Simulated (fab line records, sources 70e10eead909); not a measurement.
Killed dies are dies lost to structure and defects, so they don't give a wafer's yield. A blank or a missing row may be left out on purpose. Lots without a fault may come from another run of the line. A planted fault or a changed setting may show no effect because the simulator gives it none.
Chamber matching | flow nand_harc | NHARC_A_CHANNEL_HOLE_D1_ETCH_44 on rie_diel-03: 4 sister chambers
The step etches the open film in CF4/O2, target depth 140 nm, overetch 14 nm, time 77 s. 18 wafers are shown with their chamber, then 9 later ones without.

WAFERS WITH THEIR CHAMBER
wafer  | chamber | drypump_motor_current_A (A) | showerhead_plenum_p_Torr (Torr) | rf_fwd_power_W (W)
L596.2 | 3       | 4.9                         | 1.36                            | 298.1
L596.3 | 2       | 6.6                         | 1.40                            | 298.3
L596.6 | 3       | 4.9                         | 1.36                            | 299.0
L597.4 | 1       | 4.8                         | 1.30                            | 295.7
L597.5 | 3       | 4.9                         | 1.36                            | 297.2
L597.6 | 2       | 6.6                         | 1.40                            | 298.2
L601.2 | 2       | 6.6                         | 1.40                            | 298.1
L601.3 | 0       | 5.4                         | 1.31                            | 297.9
L601.5 | 0       | 5.4                         | 1.31                            | 299.1
L602.2 | 3       | 4.9                         | 1.36                            | 297.4
L602.4 | 0       | 5.4                         | 1.31                            | 299.0
L602.5 | 1       | 4.9                         | 1.30                            | 297.0
L608.2 | 1       | 4.8                         | 1.30                            | 296.9
L608.4 | 3       | 4.9                         | 1.35                            | 298.6
L608.5 | 2       | 6.6                         | 1.40                            | 298.4
L610.1 | 3       | 4.9                         | 1.36                            | 297.4
L610.3 | 2       | 6.6                         | 1.39                            | 297.3
L610.4 | 0       | 5.4                         | 1.31                            | 298.6

SIGNATURES (means of the wafers above)
reading                  | chamber 0 | chamber 1 | chamber 2 | chamber 3 | scatter within a chamber
drypump_motor_current_A  | 5.400     | 4.833     | 6.600     | 4.900     | 0.0218
showerhead_plenum_p_Torr | 1.3100    | 1.3000    | 1.3980    | 1.3583    | 0.00342
rf_fwd_power_W           | 298.650   | 296.533   | 298.060   | 297.950   | 0.622
Rule: a wafer's distance from a chamber is the root of the sum, over the readings, of the square of ((its reading less the chamber's mean) divided by the reading's scatter). The wafer belongs to the nearest chamber; if the next one is less than 2 further off, it can't be placed. The scatter: the root of (the sum of the squares of (reading less its chamber's mean) over the shown wafers, divided by (wafers less chambers)).

WAFERS WITHOUT THEIR CHAMBER
wafer  | drypump_motor_current_A (A) | showerhead_plenum_p_Torr (Torr) | rf_fwd_power_W (W)
L612.1 | 5.4                         | 1.31                            | 298.5
L612.2 | 4.9                         | 1.35                            | 298.3
L612.4 | 6.6                         | 1.39                            | 296.5
L613.1 | 5.4                         | 1.30                            | 300.5
L613.3 | 4.9                         | 1.29                            | 297.4
L613.5 | 4.9                         | 1.29                            | 296.6
L617.2 | 5.4                         | 1.30                            | 299.3
L617.3 | 4.8                         | 1.29                            | 297.1
L617.4 | 6.6                         | 1.39                            | 296.7

WHICH CHAMBER EACH WENT THROUGH
wafer  | from the rows above | in truth
L612.1 | 0                   | 0
L612.2 | 3                   | 3
L612.4 | 2                   | 2
L613.1 | 0                   | 0
L613.3 | 1                   | 1
L613.5 | 1                   | 1
L617.2 | 0                   | 0
L617.3 | 1                   | 1
L617.4 | 2                   | 2
Placed correctly: 9 of 9. Can't be placed from these rows: 0. Placed wrongly: 0.
